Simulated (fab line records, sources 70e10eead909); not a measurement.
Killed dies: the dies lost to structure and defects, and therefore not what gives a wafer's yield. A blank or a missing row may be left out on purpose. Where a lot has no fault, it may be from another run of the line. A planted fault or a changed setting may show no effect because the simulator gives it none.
8D (eight disciplines) problem report, filled in by code || flow nand_harc || the parts of the form that need people (team, actions taken, sign-off) are left out

== 1. PROBLEM STATEMENT ==
thk_nm at NHARC_A_ONON_D2_THK_MEAS_30 reads a mean of 636 nm on 6 wafers of 2 lots; wafers without a fault read 1002 nm with a standard deviation of 9.9. Measured from the usual mean, that is -37 standard deviations.
The step: measures by ellipsometry.
First seen on wafer L888.2, day 19 03:05, on film_metro-02. Wafers with a number at this step in the record: 39, from 13 lots. By rule, "out" or "out of limits" means more than 4 standard deviations away from the usual mean. The rest of the wafers with a number are treated as sound.

== 2. WHAT IT IS, AND WHAT IT ISN'T ==
{"question": "which readings at this step", "is": "thk_nm", "is not": "-"}
{"question": "which lots", "is": "L888, L891", "is not": "L875, L876, L877, L878, L880, L881, L892, L893, L895, L896, L897"}
{"question": "which wafers of those lots", "is": "all that have a number", "is not": "-"}
{"question": "read on which gauges", "is": "film_metro-01, film_metro-02", "is not": "-"}
{"question": "when", "is": "from day 19 03:05", "is not": "up to then (18 sound wafers); but 15 sound wafers of L892, L893, L895, L896, L897 came after"}

== 3. WHAT RULES OUT EACH SUSPECT ==
Counting: a tool at any process step up to the reading remains a suspect when it ran all the lots that are out and ran no sound lot after the first of those.
- the gauge at NHARC_A_ONON_D2_THK_MEAS_30 has been ruled out. The wafers that are out were read on 2 gauges (film_metro-01, film_metro-02).
- pecvd_onon-02 at NHARC_A_ONON_D2_DEP_28 (target thk 1000 nm): ruled out as a lasting fault. Sound lots L896 ran on it after its first lot that is out, L888 (day 19 02:38).
Left after counting: nothing in the record.

== 4. THE CAUSE (what the simulator had put in) ==
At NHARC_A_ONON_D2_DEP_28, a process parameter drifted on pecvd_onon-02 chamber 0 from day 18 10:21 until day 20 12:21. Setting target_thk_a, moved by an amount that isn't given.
Counting ruled it out, wrongly: the rule takes a fault to strike every lot that its tool runs from its start on, and this one did not.

== 5. THE EFFECT CHAIN, in route order ==
Rows list readings where the struck wafers' mean (over those with a number) sits beyond 3 standard deviations from the usual. Scope: only readings with a usual standard deviation given in the record; hours: median across lots of the time from each lot's start at the first step in this table that gives one to its start at this step; sigmas: change in usual standard deviations.
{"hours": 0, "step": "NHARC_A_ONON_D2_THK_MEAS_30", "reading": "thk_nm", "usual": "1002 nm", "on struck wafers": 636, "change": -366, "sigmas": -37}
{"hours": 278, "step": "NHARC_END_SORT_01", "reading": "killed_at_array", "usual": 53, "on struck wafers": 673, "change": "+620", "sigmas": "+30"}
{"hours": 278, "step": "NHARC_END_SORT_01", "reading": "killed_dies", "usual": 58, "on struck wafers": 677, "change": "+619", "sigmas": "+29"}

== 6. HOW IT WOULD HAVE BEEN CAUGHT EARLIER ==
In this record the first reading out of limits at a measuring or inspecting step was taken at day 19 03:05, 17 hours after the fault began at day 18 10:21.
